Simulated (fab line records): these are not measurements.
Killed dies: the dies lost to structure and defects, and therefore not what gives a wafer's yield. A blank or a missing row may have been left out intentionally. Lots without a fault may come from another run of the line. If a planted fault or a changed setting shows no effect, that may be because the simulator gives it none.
Which tool was responsible? + flow n5-finfet + 27 wafers from 9 lots sampled at 6 of the route's 1938 steps

WHAT THE GAUGES READ, wafer by wafer
N5_FIN_SAQP_CD_MEAS_27 targets a cd of 20 nm. Usual: cd-nm at 20.32 nm, with a standard deviation of 0.25.
| lot  | measured    | on        | cd-nm (nm)        | flag |
|------|-------------|-----------|-------------------|------|
| L409 | day 2 06:56 | cd-sem-02 | 19.75 20.24 20.54 |      |
| L415 | day 3 18:52 | cd-sem-01 | 20.74 20.31 20.14 |      |
| L417 | day 4 07:34 | cd-sem-02 | 20.43 21.04 20.03 |      |
| L418 | day 4 11:58 | cd-sem-01 | 20.29 20.73 20.28 |      |
| L422 | day 5 14:55 | cd-sem-02 | 20.68 20.38 20.17 |      |
| L424 | day 6 00:38 | cd-sem-01 | 19.84 20.32 20.52 |      |
| L429 | day 7 08:41 | cd-sem-01 | 20.08 19.93 20.48 |      |
| L430 | day 7 12:47 | cd-sem-02 | 19.98 20.00 20.69 |      |
| L431 | day 7 21:24 | cd-sem-03 | 20.31 20.62 20.65 |      |

N5_FIN_SAQP_CD_MEAS_37 targets a cd of 8 nm. Usual: cd-nm at 8.17 nm, with a standard deviation of 0.28.
| lot  | measured    | on        | cd-nm (nm)     | flag |
|------|-------------|-----------|----------------|------|
| L409 | day 2 09:12 | cd-sem-03 | 8.29 8.08 8.28 |      |
| L415 | day 3 21:02 | cd-sem-03 | 8.37 7.85 8.35 |      |
| L417 | day 4 09:46 | cd-sem-01 | 8.44 8.77 7.94 |      |
| L418 | day 4 14:11 | cd-sem-02 | 7.97 8.49 8.03 |      |
| L422 | day 5 18:51 | cd-sem-01 | 7.84 7.91 8.17 |      |
| L424 | day 6 02:58 | cd-sem-02 | 8.02 8.15 8.45 |      |
| L429 | day 7 10:47 | cd-sem-02 | 7.84 8.20 8.02 |      |
| L430 | day 7 15:06 | cd-sem-02 | 8.42 8.50 8.19 |      |
| L431 | day 8 00:19 | cd-sem-02 | 8.20 8.67 8.38 |      |

N5_FIN_SAQP_OCD_MEAS_76. Usual: trench-depth-nm at 120.0 nm, with a standard deviation of 1.7.
| lot  | measured    | on     | trench-depth-nm (nm) | flag |
|------|-------------|--------|----------------------|------|
| L409 | day 2 09:18 | ocd-02 | 120.3 116.6 119.5    |      |
| L415 | day 3 21:10 | ocd-01 | 121.0 124.2 121.5    |      |
| L417 | day 4 09:52 | ocd-01 | 120.4 118.8 122.0    |      |
| L418 | day 4 14:17 | ocd-01 | 119.5 121.5 119.4    |      |
| L422 | day 5 18:59 | ocd-01 | 131.7 130.2 128.8    | OFF  |
| L424 | day 6 03:07 | ocd-01 | 127.0 131.5 130.1    | OFF  |
| L429 | day 7 10:53 | ocd-02 | 121.1 122.4 121.3    |      |
| L430 | day 7 15:12 | ocd-01 | 120.5 117.7 118.4    |      |
| L431 | day 8 00:25 | ocd-02 | 121.5 118.9 117.9    |      |

N5_BEOL_M4_RC_MEAS_101. Usual: DIBL_N 37.0 mV/V, standard deviation 1.7; DIBL_P 36.7 mV/V, standard deviation 2; IOFF_N 0.17 nA/um, standard deviation 0.035; IOFF_P 0.22 nA/um, standard deviation 0.035; ION_N 672 uA/um, standard deviation 12; ION_P 461 uA/um, standard deviation 7.5; SS_N 71.6 mV/dec, standard deviation 0.67; SS_P 73.4 mV/dec, standard deviation 0.64; VT_N 250 mV, standard deviation 3.5; VT_P -250 mV, standard deviation 3.5.
| lot  | measured     | on        | DIBL_N (mV/V)  | DIBL_P (mV/V)  | IOFF_N (nA/um) | IOFF_P (nA/um) | ION_N (uA/um) | ION_P (uA/um) | SS_N (mV/dec)  | SS_P (mV/dec)  | VT_N (mV)   | VT_P (mV)      | flag |
|------|--------------|-----------|----------------|----------------|----------------|----------------|---------------|---------------|----------------|----------------|-------------|----------------|------|
| L409 | day 8 00:55  | prober-01 | 37.2 34.5 34.7 | 36.6 33.5 33.6 | 0.19 0.13 0.14 | 0.27 0.20 0.22 | 692 663 663   | 476 461 469   | 72.1 71.3 71.2 | 73.0 72.5 73.0 | 249 252 249 | -242 -246 -246 |      |
| L415 | day 9 21:30  | prober-01 | 36.4 38.4 38.2 | 35.2 37.3 37.7 | 0.15 0.18 0.18 | 0.18 0.22 0.23 | 681 685 691   | 461 458 469   | 71.3 72.1 72.2 | 72.5 72.7 73.2 | 251 248 249 | -253 -252 -252 |      |
| L417 | day 10 03:26 | prober-01 | 36.7 36.6 36.5 | 37.4 37.3 36.7 | 0.17 0.16 0.15 | 0.20 0.20 0.20 | 681 673 662   | 467 464 454   | 71.9 71.7 71.5 | 74.2 73.3 73.5 | 252 252 254 | -252 -256 -253 |      |
| L418 | day 10 10:58 | prober-02 | 34.3 36.5 35.7 | 35.1 36.9 35.4 | 0.13 0.17 0.15 | 0.18 0.20 0.18 | 666 675 666   | 454 460 454   | 70.0 71.4 71.4 | 72.4 74.1 73.5 | 252 249 253 | -253 -253 -255 |      |
| L422 | day 11 07:40 | prober-02 | 34.6 33.8 34.2 | 35.2 33.4 34.7 | 0.13 0.10 0.12 | 0.20 0.17 0.20 | 667 646 659   | 460 448 461   | 70.5 70.7 70.3 | 73.4 72.9 73.2 | 252 257 252 | -251 -253 -249 |      |
| L424 | day 11 17:05 | prober-02 | 36.2 36.8 40.8 | 36.1 35.9 40.3 | 0.16 0.16 0.26 | 0.23 0.22 0.31 | 681 677 686   | 468 466 469   | 71.1 70.7 72.2 | 73.4 72.0 74.1 | 249 248 241 | -244 -248 -242 |      |
| L429 | day 13 14:22 | prober-02 | 36.6 39.4 38.0 | 36.8 40.1 38.7 | 0.13 0.18 0.15 | 0.17 0.21 0.19 | 658 662 664   | 447 452 454   | 71.6 72.6 71.6 | 73.4 73.8 74.3 | 256 249 253 | -257 -251 -254 |      |
| L430 | day 14 10:43 | prober-02 | 35.5 36.0 35.8 | 34.4 35.2 34.2 | 0.15 0.16 0.14 | 0.20 0.22 0.20 | 675 678 664   | 467 466 461   | 72.0 71.8 71.2 | 73.6 73.5 73.1 | 250 246 251 | -250 -249 -252 |      |
| L431 | day 13 12:05 | prober-02 | 37.0 35.9 39.1 | 35.8 34.6 38.2 | 0.15 0.13 0.19 | 0.21 0.19 0.25 | 680 658 690   | 467 460 470   | 71.1 70.7 72.1 | 73.7 72.8 73.5 | 250 251 246 | -247 -250 -248 |      |

TOOL THAT RAN EACH LOT (tool first, then ch and the chambers of the sampled wafers, then the start)
| lot  | N5_FIN_SAQP_SPACER2_ALD_28       | N5_FIN_SAQP_FIN_ETCH_36         |
|------|----------------------------------|---------------------------------|
| L409 | ald-sin-03 ch 0,2,3, day 2 08:05 | rie-si-06 ch 1,2,3, day 2 09:05 |
| L415 | ald-sin-04 ch 0,2,3, day 3 19:53 | rie-si-06 ch 0,3, day 3 20:54   |
| L417 | ald-sin-04 ch 0,2, day 4 08:38   | rie-si-06 ch 0,1,3, day 4 09:38 |
| L418 | ald-sin-01 ch 0,1,2, day 4 13:09 | rie-si-01 ch 1,3, day 4 14:04   |
| L422 | ald-sin-03 ch 0,1,2, day 5 17:52 | rie-si-06 ch 1,2,3, day 5 18:43 |
| L424 | ald-sin-04 ch 0,1,2, day 6 01:39 | rie-si-06 ch 0,2,3, day 6 02:51 |
| L429 | ald-sin-01 ch 2,3, day 7 09:43   | rie-si-05 ch 1,3, day 7 10:40   |
| L430 | ald-sin-01 ch 1,2, day 7 13:55   | rie-si-01 ch 0,2,3, day 7 14:58 |
| L431 | ald-sin-01 ch 0,2, day 7 23:17   | rie-si-01 ch 1,2, day 8 00:11   |
- N5_FIN_SAQP_SPACER2_ALD_28: deposits SiO2, target thk 8.1 nm, pulse time 1 s, purge time 2 s.
- N5_FIN_SAQP_FIN_ETCH_36: etches the open film in HBr/Cl2/O2, target depth 120 nm, time 50.4 s.

WHAT THE TOOLS THEMSELVES READ (means of the sampled wafers that have a number; where no wafer has one, the mark that the record gives instead)
N5_FIN_SAQP_SPACER2_ALD_28. Usual: heater-power-w 465 W, standard deviation 61; precursor-pulse-height-rel 1.000, standard deviation 0.019.
| lot  | tool       | heater-power-w (W) | precursor-pulse-height-rel | flag |
|------|------------|--------------------|----------------------------|------|
| L409 | ald-sin-03 | 497                | 1.004                      |      |
| L415 | ald-sin-04 | 447                | 0.989                      |      |
| L417 | ald-sin-04 | 446                | 1.003                      |      |
| L418 | ald-sin-01 | 463                | 1.014                      |      |
| L422 | ald-sin-03 | 520                | 1.008                      |      |
| L424 | ald-sin-04 | 431                | 1.000                      |      |
| L429 | ald-sin-01 | 430                | 1.000                      |      |
| L430 | ald-sin-01 | 444                | 0.994                      |      |
| L431 | ald-sin-01 | 468                | 1.002                      |      |

N5_FIN_SAQP_FIN_ETCH_36. Usual: drypump-motor-current-A 5.7 A, standard deviation 0.49; oes_o_777_au 0.99 a.u., standard deviation 0.039; oes-product-au 0.996 a.u., standard deviation 0.015; rf-fwd-power-W 796.1 W, standard deviation 2.7; throttle-valve-pct 36.0 %, standard deviation 0.47.
| lot  | tool      | drypump-motor-current-A (A) | oes_o_777_au (a.u.) | oes-product-au (a.u.) | rf-fwd-power-W (W) | throttle-valve-pct (%) | flag |
|------|-----------|-----------------------------|---------------------|-----------------------|--------------------|------------------------|------|
| L409 | rie-si-06 | 5.4                         | 0.97                | 0.982                 | 795.8              | 35.9                   |      |
| L415 | rie-si-06 | 5.8                         | 0.98                | 1.011                 | 798.7              | 36.4                   |      |
| L417 | rie-si-06 | 5.6                         | 0.98                | 0.995                 | 794.6              | 36.2                   |      |
| L418 | rie-si-01 | 6.0                         | 1.02                | 0.994                 | 796.8              | 36.1                   |      |
| L422 | rie-si-06 | 5.3                         | 1.41                | 1.053                 | 938.2              | 35.8                   | OFF  |
| L424 | rie-si-06 | 5.9                         | 1.43                | 1.051                 | 940.3              | 36.0                   | OFF  |
| L429 | rie-si-05 | 5.5                         | 1.04                | 1.002                 | 796.7              | 35.9                   |      |
| L430 | rie-si-01 | 5.6                         | 0.99                | 0.980                 | 795.3              | 36.2                   |      |
| L431 | rie-si-01 | 5.9                         | 0.96                | 0.974                 | 798.2              | 36.2                   |      |

THE ANSWER, worked out from the rows above alone
Rule: take the mean of a lot's wafers that have a number; if it is more than 3 standard deviations from the usual mean, the lot is off. A lot without any number at a reading at which 4 lots or more have one is off too. Any other lot the step has rows for is counted as sound. After the gauges, taken in route order, come the tools' own readings; for these a lot's mean is taken, as printed above. The first step at which some lot is off is used, and at that step the reading that is off furthest; a lot without a number counts as furthest.
Off: L422, L424, at N5_FIN_SAQP_OCD_MEAS_76 (trench-depth-nm).
If a tool, at a process step before that reading, ran all the lots that are off and no sound lot after the first of them, it fits. The gauges at N5_FIN_SAQP_OCD_MEAS_76 aren't tried: what is off there is off at N5_FIN_SAQP_FIN_ETCH_36 too, on other tools, and a gauge's error can't cause that. One candidate fits, namely rie-si-06 at N5_FIN_SAQP_FIN_ETCH_36. A fault onset in the window from L417 (day 4 09:38, its last sound lot) to L422 (day 5 18:43, its first lot off) fits.
The tool's own readings at N5_FIN_SAQP_FIN_ETCH_36 bear it out: on the lots that are off they differ by more than 5 times the standard deviation of the sound lots' means. oes_o_777_au reads 1.42 a.u. there against 0.99 a.u. on the sound lots; oes-product-au reads 1.052 a.u. there against 0.991 a.u. on the sound lots; rf-fwd-power-W reads 939.2 W there against 796.6 W on the sound lots.

WHAT THE SIMULATOR HAD INSERTED
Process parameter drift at N5_FIN_SAQP_FIN_ETCH_36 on rie-si-06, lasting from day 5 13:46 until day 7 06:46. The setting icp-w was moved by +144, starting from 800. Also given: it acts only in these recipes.
Lots struck among those shown: L422, L424. The rule above found the same.
